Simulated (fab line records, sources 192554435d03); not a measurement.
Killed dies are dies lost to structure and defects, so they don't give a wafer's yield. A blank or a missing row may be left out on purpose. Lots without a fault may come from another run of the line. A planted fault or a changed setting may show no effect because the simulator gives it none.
Split-lot experiment | flow n5_finfet | 7 lots, 39 wafers read, on a route of 1938 steps

THE SPLIT
At N5_DUMMY_GATE_ETCH_32 (etches SiO2 in CF4, target depth 3.5 nm, time 3.9 s), the setting time_s was moved away from the recipe's 3.9 s on 18 of the 39 wafers read, by -22.1% to +23.4%. The other wafers ran this setting at the recipe's value.

The reading is taken at the split's own step.

THE READING
etch.depth_nm (the simulator's own value, which no gauge read), in nm, at N5_DUMMY_GATE_ETCH_32 (etches SiO2 in CF4, target depth 3.5 nm, time 3.9 s). The file gives no usual value for it. The 21 wafers here that ran the recipe average 3.511 nm, standard deviation 0.12 nm.

wafer  | tool, chamber at the split | time_s as run, s | against the recipe | etch.depth_nm, nm | against lot-mates on the recipe
L075.1 | rie_si-04, 0               | 4.814            | +23.4%             | 4.298             | +0.872
L075.2 | rie_si-04, 1               | 3.9              | recipe             | 3.444             | -
L075.3 | rie_si-04, 2               | 4.814            | +23.4%             | 4.409             | +0.983
L075.4 | rie_si-04, 3               | 3.9              | recipe             | 3.342             | -
L075.5 | rie_si-04, 0               | 3.9              | recipe             | 3.493             | -
L075.6 | rie_si-04, 1               | 4.814            | +23.4%             | 4.222             | +0.796
L080.1 | rie_si-05, 3               | 3.201            | -17.9%             | 2.965             | -0.638
L080.2 | rie_si-05, 2               | 3.201            | -17.9%             | 3.05              | -0.553
L080.3 | rie_si-05, 1               | 3.9              | recipe             | 3.535             | -
L080.4 | rie_si-05, 0               | 3.9              | recipe             | 3.549             | -
L080.5 | rie_si-05, 2               | 3.9              | recipe             | 3.725             | -
L080.6 | rie_si-05, 3               | 3.201            | -17.9%             | 2.976             | -0.627
L082.1 | rie_si-04, 0               | 3.037            | -22.1%             | 2.663             | -0.823
L082.2 | rie_si-04, 2               | 3.9              | recipe             | 3.556             | -
L082.3 | rie_si-04, 3               | 3.9              | recipe             | 3.345             | -
L082.4 | rie_si-04, 0               | 3.037            | -22.1%             | 2.643             | -0.843
L082.5 | rie_si-04, 3               | 3.037            | -22.1%             | 2.586             | -0.900
L082.6 | rie_si-04, 2               | 3.9              | recipe             | 3.558             | -
L088.1 | rie_si-02, 3               | 3.9              | recipe             | 3.585             | -
L088.2 | rie_si-02, 0               | 3.9              | recipe             | 3.659             | -
L088.3 | rie_si-02, 2               | 3.246            | -16.8%             | 2.868             | -0.737
L088.4 | rie_si-02, 1               | 3.246            | -16.8%             | 2.989             | -0.616
L088.5 | rie_si-02, 1               | 3.9              | recipe             | 3.571             | -
L088.6 | rie_si-02, 2               | 3.246            | -16.8%             | 2.855             | -0.750
L090.2 | rie_si-04, 2               | 3.9              | recipe             | 3.617             | -
L090.4 | rie_si-04, 3               | 3.9              | recipe             | 3.3               | -
L090.6 | rie_si-04, 1               | 3.9              | recipe             | 3.407             | -
L093.1 | rie_si-04, 2               | 3.9              | recipe             | 3.614             | -
L093.2 | rie_si-04, 3               | 3.231            | -17.2%             | 2.712             | -0.852
L093.3 | rie_si-04, 0               | 3.9              | recipe             | 3.469             | -
L093.4 | rie_si-04, 0               | 3.231            | -17.2%             | 2.89              | -0.674
L093.5 | rie_si-04, 2               | 3.9              | recipe             | 3.608             | -
L093.6 | rie_si-04, 3               | 3.231            | -17.2%             | 2.729             | -0.835
L097.1 | rie_si-04, 1               | 3.9              | recipe             | 3.401             | -
L097.2 | rie_si-04, 2               | 4.164            | +6.8%              | 3.873             | +0.419
L097.3 | rie_si-04, 3               | 3.9              | recipe             | 3.326             | -
L097.4 | rie_si-04, 1               | 4.164            | +6.8%              | 3.586             | +0.132
L097.5 | rie_si-04, 2               | 3.9              | recipe             | 3.634             | -
L097.6 | rie_si-04, 3               | 4.164            | +6.8%              | 3.535             | +0.081

THE FIT
A straight line over all 39 wafers: etch.depth_nm changes by +0.0356 nm for each +1% of time_s; r = +0.96; the points scatter about the line by 0.12 nm.
The same after taking each lot's own level away (the mean of its wafers on the recipe; 39 wafers): +0.0387 nm for each +1%; r = +0.98; scatter 0.1 nm.
On that fit, the largest move of time_s shifts the reading by 0.91 nm.
The lots' own levels span 3.4263 to 3.6050 nm, that is 1.5 times the standard deviation above.
So the lot-to-lot level changes the slope little: the two slopes agree.
Check: with one of the wafers moved furthest among these (+23.4%) left out of the fit, the line predicts +0.898 nm for it against its lot-mates. It came out at +0.872 nm against them.

THE FILE'S OWN FIT
etch.depth_nm changes by +0.0389 nm for each +1% of time_s, r = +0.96.
